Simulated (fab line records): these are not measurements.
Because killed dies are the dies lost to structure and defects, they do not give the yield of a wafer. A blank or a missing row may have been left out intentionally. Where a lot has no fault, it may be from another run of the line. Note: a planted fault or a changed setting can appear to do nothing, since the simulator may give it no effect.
Chamber matching	flow nandHarc	rieDiel-07 running NHARC_P_GATE_STRIP_108: 4 sister chambers
The step strips in O2. 4 wafers are shown with their chamber, then 9 later ones without.

## WAFERS, EACH WITH ITS CHAMBER
wafer	chamber	showerheadPlenumPTorr (Torr)
L083.5	2	3.55
L085.3	1	3.35
L086.1	3	3.27
L086.4	0	3.48

## WAFERS WITHOUT THEIR CHAMBER
wafer	showerheadPlenumPTorr (Torr)
L091.1	3.55
L091.3	3.34
L091.4	3.34
L092.1	3.48
L092.2	3.34
L092.5	3.54
L097.3	3.33
L097.5	3.54
L097.6	3.33

## THE CHAMBER EACH PASSED THROUGH
wafer	from the rows above	in truth
L091.1	2	2
L091.3	1	1
L091.4	1	1
L092.1	0	0
L092.2	1	1
L092.5	2	2
L097.3	1	1
L097.5	2	2
L097.6	1	1
9 of 9 placed correctly. Not placeable from these rows: 0. 0 placed wrongly.
How it was worked out, from the rows above alone: a wafer's distance from a chamber is the root of the sum, over the readings, of the square of ((its reading less the chamber's mean) divided by the reading's scatter). If the next closest chamber is less than 2 further off than the closest, the wafer can't be placed; otherwise it belongs to the closest. The mean given for a chamber averages the wafers shown for that chamber. The scatter (one wafer shown for each chamber): square how far every hidden wafer sits from the nearest shown wafer, average those squares and take the square root.
